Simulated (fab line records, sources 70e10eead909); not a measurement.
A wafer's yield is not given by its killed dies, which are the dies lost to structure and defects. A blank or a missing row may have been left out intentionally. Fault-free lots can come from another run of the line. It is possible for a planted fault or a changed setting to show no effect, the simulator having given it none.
Chamber matching :: flow nand_harc :: cmp-01 running NHARC_A_STAIRCASE_CMP_152: 4 sister chambers
The step polishes. 4 wafers are shown with their chamber, then 10 later ones without.

EACH WAFER AND ITS CHAMBER
wafer: L083.2
chamber: 0
motor_current_A (A): 12.8

wafer: L083.1
chamber: 3
motor_current_A (A): 9.9

wafer: L089.1
chamber: 2
motor_current_A (A): 12.5

wafer: L089.4
chamber: 1
motor_current_A (A): 12.4

WAFERS WHOSE CHAMBER IS MISSING
wafer: L089.6
motor_current_A (A): 10.0

wafer: L090.1
motor_current_A (A): 9.9

wafer: L090.5
motor_current_A (A): 12.0

wafer: L090.6
motor_current_A (A): 9.6

wafer: L095.2
motor_current_A (A): 13.6

wafer: L095.3
motor_current_A (A): 12.1

wafer: L095.6
motor_current_A (A): 13.4

wafer: L096.2
motor_current_A (A): 10.1

wafer: L096.4
motor_current_A (A): 12.7

wafer: L096.5
motor_current_A (A): 13.1

WHICH CHAMBER EACH ONE RAN IN
wafer: L089.6
from the rows above: 3
in truth: 3

wafer: L090.1
from the rows above: 3
in truth: 3

wafer: L090.5
from the rows above: can't be placed: 1 or 2 or 0
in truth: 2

wafer: L090.6
from the rows above: 3
in truth: 3

wafer: L095.2
from the rows above: can't be placed: 0 or 2 or 1
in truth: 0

wafer: L095.3
from the rows above: can't be placed: 1 or 2 or 0
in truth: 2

wafer: L095.6
from the rows above: can't be placed: 0 or 2 or 1
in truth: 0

wafer: L096.2
from the rows above: 3
in truth: 3

wafer: L096.4
from the rows above: can't be placed: 0 or 2 or 1
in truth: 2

wafer: L096.5
from the rows above: can't be placed: 0 or 2 or 1
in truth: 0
Correct placement for 4 of the 10. Can't be placed from these rows: 6 (the true chamber is among the candidates in 6). Number placed wrongly: 0.
How it was worked out, from the rows above alone: a wafer's distance from a chamber is the root of the sum, over the readings, of the square of ((its reading less the chamber's mean) divided by the reading's scatter). The wafer belongs to the nearest chamber; if the next one is less than 2 further off, it can't be placed. A chamber's mean is the mean of its shown wafers. The scatter: root of mean squared gap, hidden wafer to nearest shown wafer, with one shown wafer a chamber.
